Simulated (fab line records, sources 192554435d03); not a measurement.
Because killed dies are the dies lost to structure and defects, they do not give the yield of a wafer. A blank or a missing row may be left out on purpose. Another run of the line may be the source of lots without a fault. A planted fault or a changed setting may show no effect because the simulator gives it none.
Lot-split experiment || flow n5 finfet || 21 wafers read from 7 lots, route of 1938 steps

## THE SPLIT ITSELF
At N5_BEOL_M0_SAQP_DESCUM_19 (chemistry O2, time 7.9 s), the setting time s was moved away from the recipe's 7.9 s on 8 of the 21 wafers read, by -20.6% to +20.8%. This setting was run at the recipe's value on the other wafers.

Split to reading: the file shows no intervening step.

## THE READING
CAR-ArF_of_BEOL_M0_SAQP_COAT_08.thk nm (the simulator's own value, which no gauge read), in nm, at N5_BEOL_M0_SAQP_ETCH_83 (etches SiARC in CF4, target depth 39 nm, time 65 s). No usual value for it is given in the file. Here, 13 wafers ran the recipe; their average is 55.6 nm with a standard deviation of 0.21 nm.

{"wafer": "L076.1", "tool, chamber at the split": "rie diel-02, 0,1", "time s as run, s": 8.447, "against the recipe": "+6.9%", "CAR-ArF_of_BEOL_M0_SAQP_COAT_08.thk nm, nm": 55.2, "against lot-mates on the recipe": -0.2}
{"wafer": "L076.2", "tool, chamber at the split": "rie diel-02, 0,1", "time s as run, s": 8.447, "against the recipe": "+6.9%", "CAR-ArF_of_BEOL_M0_SAQP_COAT_08.thk nm, nm": 55.2, "against lot-mates on the recipe": -0.2}
{"wafer": "L076.6", "tool, chamber at the split": "rie diel-02, 3", "time s as run, s": 7.9, "against the recipe": "recipe", "CAR-ArF_of_BEOL_M0_SAQP_COAT_08.thk nm, nm": 55.4, "against lot-mates on the recipe": "-"}
{"wafer": "L080.1", "tool, chamber at the split": "rie diel-02, 0,3,2", "time s as run, s": 7.9, "against the recipe": "recipe", "CAR-ArF_of_BEOL_M0_SAQP_COAT_08.thk nm, nm": 55.6, "against lot-mates on the recipe": "-"}
{"wafer": "L080.2", "tool, chamber at the split": "rie diel-02, 0,3,2", "time s as run, s": 7.9, "against the recipe": "recipe", "CAR-ArF_of_BEOL_M0_SAQP_COAT_08.thk nm, nm": 55.4, "against lot-mates on the recipe": "-"}
{"wafer": "L080.4", "tool, chamber at the split": "rie diel-02, 0,3,2", "time s as run, s": 7.9, "against the recipe": "recipe", "CAR-ArF_of_BEOL_M0_SAQP_COAT_08.thk nm, nm": 55.8, "against lot-mates on the recipe": "-"}
{"wafer": "L082.1", "tool, chamber at the split": "rie diel-04, 2,1", "time s as run, s": 9.547, "against the recipe": "+20.8%", "CAR-ArF_of_BEOL_M0_SAQP_COAT_08.thk nm, nm": 54.6, "against lot-mates on the recipe": -1.0}
{"wafer": "L082.2", "tool, chamber at the split": "rie diel-04, 3", "time s as run, s": 7.9, "against the recipe": "recipe", "CAR-ArF_of_BEOL_M0_SAQP_COAT_08.thk nm, nm": 55.6, "against lot-mates on the recipe": "-"}
{"wafer": "L082.6", "tool, chamber at the split": "rie diel-04, 2,1", "time s as run, s": 9.547, "against the recipe": "+20.8%", "CAR-ArF_of_BEOL_M0_SAQP_COAT_08.thk nm, nm": 54.4, "against lot-mates on the recipe": -1.2}
{"wafer": "L084.2", "tool, chamber at the split": "rie diel-04, 1,0", "time s as run, s": 7.9, "against the recipe": "recipe", "CAR-ArF_of_BEOL_M0_SAQP_COAT_08.thk nm, nm": 56, "against lot-mates on the recipe": "-"}
{"wafer": "L084.3", "tool, chamber at the split": "rie diel-04, 1,0", "time s as run, s": 7.9, "against the recipe": "recipe", "CAR-ArF_of_BEOL_M0_SAQP_COAT_08.thk nm, nm": 56, "against lot-mates on the recipe": "-"}
{"wafer": "L084.5", "tool, chamber at the split": "rie diel-04, 3", "time s as run, s": 9.019, "against the recipe": "+14.2%", "CAR-ArF_of_BEOL_M0_SAQP_COAT_08.thk nm, nm": 55.2, "against lot-mates on the recipe": -0.8}
{"wafer": "L089.2", "tool, chamber at the split": "rie diel-02, 0,3", "time s as run, s": 6.27, "against the recipe": "-20.6%", "CAR-ArF_of_BEOL_M0_SAQP_COAT_08.thk nm, nm": 56.4, "against lot-mates on the recipe": "+0.6"}
{"wafer": "L089.5", "tool, chamber at the split": "rie diel-02, 0", "time s as run, s": 7.9, "against the recipe": "recipe", "CAR-ArF_of_BEOL_M0_SAQP_COAT_08.thk nm, nm": 55.8, "against lot-mates on the recipe": "-"}
{"wafer": "L089.6", "tool, chamber at the split": "rie diel-02, 0,3", "time s as run, s": 6.27, "against the recipe": "-20.6%", "CAR-ArF_of_BEOL_M0_SAQP_COAT_08.thk nm, nm": 56.2, "against lot-mates on the recipe": "+0.4"}
{"wafer": "L093.2", "tool, chamber at the split": "rie diel-02, 0,1,2", "time s as run, s": 7.9, "against the recipe": "recipe", "CAR-ArF_of_BEOL_M0_SAQP_COAT_08.thk nm, nm": 55.6, "against lot-mates on the recipe": "-"}
{"wafer": "L093.3", "tool, chamber at the split": "rie diel-02, 0,1,2", "time s as run, s": 7.9, "against the recipe": "recipe", "CAR-ArF_of_BEOL_M0_SAQP_COAT_08.thk nm, nm": 55.4, "against lot-mates on the recipe": "-"}
{"wafer": "L093.4", "tool, chamber at the split": "rie diel-02, 0,1,2", "time s as run, s": 7.9, "against the recipe": "recipe", "CAR-ArF_of_BEOL_M0_SAQP_COAT_08.thk nm, nm": 55.4, "against lot-mates on the recipe": "-"}
{"wafer": "L095.4", "tool, chamber at the split": "rie diel-04, 0,3", "time s as run, s": 7.9, "against the recipe": "recipe", "CAR-ArF_of_BEOL_M0_SAQP_COAT_08.thk nm, nm": 55.4, "against lot-mates on the recipe": "-"}
{"wafer": "L095.5", "tool, chamber at the split": "rie diel-04, 0,3", "time s as run, s": 7.9, "against the recipe": "recipe", "CAR-ArF_of_BEOL_M0_SAQP_COAT_08.thk nm, nm": 55.6, "against lot-mates on the recipe": "-"}
{"wafer": "L095.6", "tool, chamber at the split": "rie diel-04, 2", "time s as run, s": 7.312, "against the recipe": "-7.4%", "CAR-ArF_of_BEOL_M0_SAQP_COAT_08.thk nm, nm": 55.8, "against lot-mates on the recipe": "+0.3"}
Where a row lists several chambers, the file gives one row for several wafers and doesn't say which wafer went through which chamber.

FIT RESULTS
A straight line over all 21 wafers: CAR-ArF_of_BEOL_M0_SAQP_COAT_08.thk nm changes by -0.0418 nm for each +1% of time s; r = -0.90; the points scatter about the line by 0.21 nm.
The same after taking each lot's own level away (the mean of its wafers on the recipe; 21 wafers): -0.0394 nm for each +1%; r = -0.93; scatter 0.16 nm.
Per that fit: largest time s move, reading shift of 0.82 nm.
Across the lots, their own levels run from 55.40 to 56.00 nm, a range of 2.8 times the standard deviation given above.
So the lot-to-lot level changes the slope little: the two slopes agree.
Check: -0.844 nm against its lot-mates is what the line predicts for one of the wafers moved furthest among these (+20.8%) when that wafer is left out of the fit. Against them it came out at -1 nm.

## FILE'S OWN FIT
CAR-ArF_of_BEOL_M0_SAQP_COAT_08.thk nm changes by -0.0414 nm for each +1% of time s, r = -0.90.
